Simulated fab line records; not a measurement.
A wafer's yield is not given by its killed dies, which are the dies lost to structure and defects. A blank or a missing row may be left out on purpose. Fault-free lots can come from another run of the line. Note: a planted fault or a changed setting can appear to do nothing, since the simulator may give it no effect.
Lot-split experiment	flow n5-finfet	on a route of 1938 steps: 7 lots, 21 wafers read

ABOUT THE SPLIT
At N5_PMOS_HMC_CHANNEL_EPI_EXPOSE_06 (exposes mask PMOS HMC BLK, target cd 240 nm), the setting dose-mj was moved away from the recipe's 41 on 6 of the 21 wafers read, by -4.2% to +6.4%. For the rest of the wafers, this setting stayed at what the recipe calls for.

FROM THE SPLIT TO THE READING: what the file shows between them, 2 steps
- N5_PMOS_HMC_CHANNEL_EPI_PEB_07: peb time 60 s
- N5_PMOS_HMC_CHANNEL_EPI_DEVELOP_08: develop time 30 s

THE READING
cd-nm at N5_PMOS_HMC_CHANNEL_EPI_CD_MEAS_09, given in nm (cd target 237.4 nm). On this fab line, fault-free wafers typically give 237.6 nm with a standard deviation of 0.93 nm.

wafer	tool, chamber at the split	dose-mj as run	against the recipe	cd-nm, nm	against lot-mates on the recipe
L085.2	arfi-scanner-02, 0	42.34	+3.3%	240.5	+2.2
L085.4	arfi-scanner-02, 0	42.34	+3.3%	240.0	+1.7
L085.6	arfi-scanner-02, 0	41	recipe	238.3	-
L090.2	arfi-scanner-03, 0	41	recipe	239.6	-
L090.3	arfi-scanner-03, 0	41	recipe	237.3	-
L090.5	arfi-scanner-03, 0	41	recipe	237.1	-
L091.1	arfi-scanner-02, 0	41	recipe	236.6	-
L091.3	arfi-scanner-02, 0	41	recipe	236.9	-
L091.6	arfi-scanner-02, 0	39.29	-4.2%	232.9	-3.8
L092.1	arfi-scanner-02, 0	42.65	+4.0%	240.7	+3.8
L092.5	arfi-scanner-02, 0	41	recipe	236.8	-
L092.6	arfi-scanner-02, 0	41	recipe	236.9	-
L094.2	arfi-scanner-01, 0	43.62	+6.4%	241.3	+3.8
L094.3	arfi-scanner-01, 0	43.62	+6.4%	242.9	+5.4
L094.5	arfi-scanner-01, 0	41	recipe	237.5	-
L095.1	arfi-scanner-01, 0	41	recipe	238.0	-
L095.2	arfi-scanner-01, 0	41	recipe	236.9	-
L095.5	arfi-scanner-01, 0	41	recipe	236.5	-
L096.2	arfi-scanner-03, 0	41	recipe	236.1	-
L096.5	arfi-scanner-03, 0	41	recipe	235.2	-
L096.6	arfi-scanner-03, 0	41	recipe	236.4	-

THE FIT
A straight line over all 21 wafers: cd-nm changes by +0.861 nm for each +1% of dose-mj; r = +0.92; the points scatter about the line by 0.95 nm.
The same after taking each lot's own level away (the mean of its wafers on the recipe; 21 wafers): +0.765 nm for each +1%; r = +0.94; scatter 0.69 nm.
Per that fit: largest dose-mj move, reading shift of 4.9 nm.
The lots' own levels span 235.90 to 238.30 nm, that is 2.6 times the standard deviation above.
So the slope is not independent of the lot-to-lot level: the two fits are not the same.
Check: for one of the wafers moved furthest among these (+6.4%), held out of the fit, the line's prediction against its lot-mates is +5.25 nm. Against them it came out at +3.8 nm.

ADDITIONAL SPLITS CARRIED BY THESE WAFERS
Other splits were also applied to these wafers ahead of the reading. Each is held against what the fit with the lots' levels taken away leaves over:
other split on the same wafers	wafers away from the commonest value	r with cd-nm (lot level and that fit taken away)
N5_ZERO_LAYER_COAT_05 spin-rpm	4	+0.20
N5_ZERO_LAYER_ETCH_18 icp-w	3	+0.21

THE WHOLE CHAIN: every reading that the file lists as answering this split, in the file's order
step	what it does	reading	change (the file's fit)	r (the file's)
N5_PMOS_HMC_CHANNEL_EPI_CD_MEAS_09	target cd 237.4 nm	cd-nm	+0.787 nm for each +1% of the setting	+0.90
N5_PMOS_HMC_CHANNEL_EPI_DESCUM_14	chemistry O2, time 7.9 s	PMOS_HMC_CHANNEL_EPI.cd-nm (the simulator's own value, which no gauge read)	+0.774 nm for each +1% of the setting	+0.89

THE FILE'S OWN FIT
cd-nm changes by +0.787 nm for each +1% of dose-mj, r = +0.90.
